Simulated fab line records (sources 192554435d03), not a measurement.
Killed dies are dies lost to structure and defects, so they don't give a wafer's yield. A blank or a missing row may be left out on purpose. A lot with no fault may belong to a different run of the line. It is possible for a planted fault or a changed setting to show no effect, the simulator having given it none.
Comparing a struck lot with a sound one ; flow n5 finfet ; 37 out of 1938 route steps
Sound: these wafers, L946.2, L946.5, L946.6. Struck: wafers L954.1, L954.4, L954.6. The cause is named last.
Per side, at each step with rows, come the tool, then ch with its chambers, and then its first start. Under that, the readings that differ: sound wafers ; struck wafers ; difference of the means ; sigmas: that difference in standard deviations of wafers without a fault.
alike: same words and numbers on both sides, and readings whose means sit less than 2 such deviations apart. not compared: any withheld reading, any reading some wafer has no value for, any bound like >300 that may hide the same value, and any number with overlapping values for which the record gives no deviation.
The two part at a step that has a row with sigmas, a row that says differs or no value, or rows on one side only. Numbers that have no deviation but don't overlap get no sigmas and don't part them. Lack of a reading on every wafer of one side parts them only where that side has two or more wafers.

first, 9 steps without rows for these wafers: N5_BEOL_M4_ANNEAL_95 (time 240 s); N5_BEOL_M4_SPUTTER_96 (material Cu, target thk 4.5 nm, time 8.29 s); N5_BEOL_M4_ECD_50 (material Cu, target thk 300 nm); N5_BEOL_M4_ANNEAL_51 (time 90 s); N5_BEOL_M4_CMP_52 (polishes, stops on SiOC, t overpolish 6.8 s, target thk 40 nm); N5_BEOL_M4_PRE_CLEAN_60 (time 15 s); N5_BEOL_M4_CO_CAP_55 (material Co, precursor CCTBA/H2, target thk 2 nm, time 102.1 s); N5_BEOL_M4_PRE_CLEAN_56 (time 15 s); N5_BEOL_M4_DEP_57 (deposits SiCN from 3MS/NH3, target thk 8 nm, time 14 s).
N5_BEOL_M4_RC_MEAS_101:
  sound on prober-02 ch 0, day 9 11:30; struck on prober-01 ch 0, day 11 04:58
  alike: DIBL_N, DIBL_P, IOFF_N, IOFF_P, ION_N, ION_P, SS_N, SS_P, VT_N, VT_P
then, 24 steps without rows for these wafers: N5_BEOL_M5_ILD_DEP_00 (deposits SiCOH lowk from DEMS/porogen, target thk 140.64 nm, time 25.9 s); N5_BEOL_M5_CURE_79 (cures SiCOH lowk, time 240 s); N5_BEOL_M5_PECVD_70 (deposits SiO2 from TEOS/O2, target thk 16 nm, time 18 s); N5_BEOL_M5_HM_DEP_02 (deposits TiN, target thk 20 nm); N5_BEOL_M5_COAT_59 (time 60 s, resist thk 60 nm); N5_BEOL_M5_COAT_60 (time 60 s, resist thk 12 nm); N5_BEOL_M5_COAT_71 (time 60 s, resist thk 5 nm); N5_BEOL_M5_COAT_05 (resist thk 30 nm); N5_BEOL_M5_EBR_07; N5_BEOL_M5_SOFTBAKE_06 (time 60 s); N5_BEOL_M5_EXPOSE_08 (exposes mask M5, target cd 28 nm); N5_BEOL_M5_PEB_09 (peb time 60 s); N5_BEOL_M5_DEVELOP_10 (develop time 30 s); N5_BEOL_M5_DESCUM_16 (chemistry O2, time 7 s); N5_BEOL_M5_ETCH_72 (etches underlayer in N2/H2, target depth 6.5 nm, time 5.2 s); N5_BEOL_M5_ETCH_61 (etches SiARC in CF4, target depth 15.6 nm, time 26 s); N5_BEOL_M5_ETCH_62 (etches SOC in N2/H2, target depth 75 nm, overetch 15 nm, time 112.5 s); N5_BEOL_M5_STRIP_63 (strips in N2/H2); N5_BEOL_M5_STRIP_73 (strips in N2/H2); N5_BEOL_M5_STRIP_64 (strips in CF4); N5_BEOL_M5_HM_OPEN_17 (chemistry Cl2/BCl3, target TiN, target depth 20 nm, overetch 6 nm); N5_BEOL_M5_STRIP_19 (strips in O2); N5_BEOL_M5_COAT_65 (time 60 s, resist thk 60 nm); N5_BEOL_M5_COAT_66 (time 60 s, resist thk 12 nm).
-- the record jumps here: 2 days lie between the struck wafers' starts before and after (it left off in module BEOL_M5 and takes up again in module BEOL_M10, whose first step shown is number 1529 of the route) --
N5_BEOL_M10_ANNEAL_51: time 90 s.
  struck on rtp anneal-02, day 13 13:09; sound on rtp anneal-02 ch 0, day 11 18:23
  no value came back on the struck wafers for anneal temp c (C), anneal temp c max, wafer_temp_C_max; on the sound wafers anneal temp c (C) reads 225.20 225.22 225.03
N5_BEOL_M10_CMP_52: polishes, stops on SiCOH lowk, t overpolish 7 s, target thk 140 nm.
  sound on cmp-04 ch 1,2,3, day 11 18:43; struck on cmp-04 ch 0,2,3, day 13 13:31
reading;sound;struck;difference;sigmas
barrier field endpoint s (s);29.0 29.4 29.2;34.6 35.4 35.1;+5.8;+9
time to endpoint s (s);69.7 67.2 69.5;86.7 85.4 85.0;+16.9;+6
  alike: motor current A, overpolish run s
N5_PASSIVATION_PROBE_49:
  record: rows for the struck wafers here (prober-02, day 15 11:18), none for the sound ones

## WHERE THEY PART
At N5_BEOL_M10_ANNEAL_51 first; at N5_PASSIVATION_PROBE_49 last (within this record only).

WHY: what had been put in by the simulator
Step skipped in full: rtp anneal-02, at N5_BEOL_M10_ANNEAL_51, from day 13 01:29 onward. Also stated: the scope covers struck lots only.
